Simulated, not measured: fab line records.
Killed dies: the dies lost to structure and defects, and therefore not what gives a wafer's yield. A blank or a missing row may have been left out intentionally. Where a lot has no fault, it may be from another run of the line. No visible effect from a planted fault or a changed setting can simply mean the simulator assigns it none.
Problem report in the 8D (eight disciplines) form, filled by code	flow nandHarc	the parts of the form that need people (team, actions taken, sign-off) are left out

## 1. THE ISSUE
A mean of 221.5 s is read at NHARC_A_STAIRCASE_TRIM_220 for runLengthS, taken on 1 wafer of 1 lot, against 232.5 s (standard deviation 0.47) on wafers free of any fault. That is -23 standard deviations from the usual mean.
The step: chemistry O2, time 211.2 s.
The first sign was on wafer L512.5 at day 15 08:34, on rieDiel-13. At this step, 33 wafers from 11 lots have a number in the record. Rule for "out", or "out of limits": more than 4 standard deviations from the usual mean. All remaining wafers that have a number are taken as sound.

## 2. WHAT THIS IS AND IS NOT
question	is	is not
which readings at this step	runLengthS	drypumpMotorCurrentA, oesProductAu, rfVppV, showerheadPlenumPTorr, throttleValvePct
which lots	L512	L494, L498, L499, L500, L501, L503, L505, L507, L516, L517
which wafers of those lots	L512.5	L512.2, L512.4
read on which tools	rieDiel-13	rieDiel-07, rieDiel-11
when	from day 15 08:34	up to then (26 sound wafers); but 6 sound wafers of L516, L517 came after

## 3. WHAT RULES OUT EACH SUSPECT
Counting: any tool at a process step up to the reading remains a suspect provided it ran every lot that is out. Sound lots after the first of them don't rule it out here, since some wafers of a struck lot are sound.
- rieDiel-13 at NHARC_A_STAIRCASE_ETCH_199 (etches the open film in C4F8/O2, target depth 100 nm, time 40.5 s): kept. The lot that is out, L512, ran on it at day 15 08:34; the last sound lot it ran before that was L507, at day 14 16:42. NHARC_A_STAIRCASE_ETCH_199: start missing for some lots; hours and lot order therefore follow NHARC_A_STAIRCASE_TRIM_220.
- rieDiel-13 at NHARC_A_STAIRCASE_TRIM_220 (chemistry O2, time 211.2 s): kept. The lot that is out, L512, ran on it at day 15 08:34; the last sound lot it ran before that was L507, at day 14 16:42. On those wafers its own readings are out: runLengthS.
- rieDiel-13, NHARC_A_STAIRCASE_ETCH_199: wafers that are out in chamber 2, sound lot-mates in chambers 0, 3.
- rieDiel-13, NHARC_A_STAIRCASE_TRIM_220: wafers that are out in chamber 0, sound lot-mates in chambers 1, 3.
Left after counting: rieDiel-13 at NHARC_A_STAIRCASE_ETCH_199, rieDiel-13 at NHARC_A_STAIRCASE_TRIM_220.

## 4. THE CAUSE (what the simulator had put in)
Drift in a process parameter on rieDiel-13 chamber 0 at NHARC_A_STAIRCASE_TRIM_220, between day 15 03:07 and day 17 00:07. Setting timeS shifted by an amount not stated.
After counting, 2 suspects remain, this tool included.

## 5. THE CHAIN OF EFFECTS, in route order
One row per reading whose mean, taken over the struck wafers that have a number, lies over 3 standard deviations from the usual. Only readings whose record carries a usual standard deviation are examined. hours: median over the lots of the time between each lot's start at the first step of this table that gives one and its start at this step. sigmas: the change, counted in usual standard deviations.
hours	step	reading	usual	on struck wafers	change	sigmas
0	NHARC_A_STAIRCASE_TRIM_220	runLengthS	232.5 s	221.5	-11.0	-23
It contains these process steps:
- NHARC_A_STAIRCASE_TRIM_220: chemistry O2, time 211.2 s.

## 6. WHAT WOULD HAVE CAUGHT IT SOONER
5 hours passed between the start of the fault at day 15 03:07 and the first reading out of limits in this record, taken at day 15 08:34.
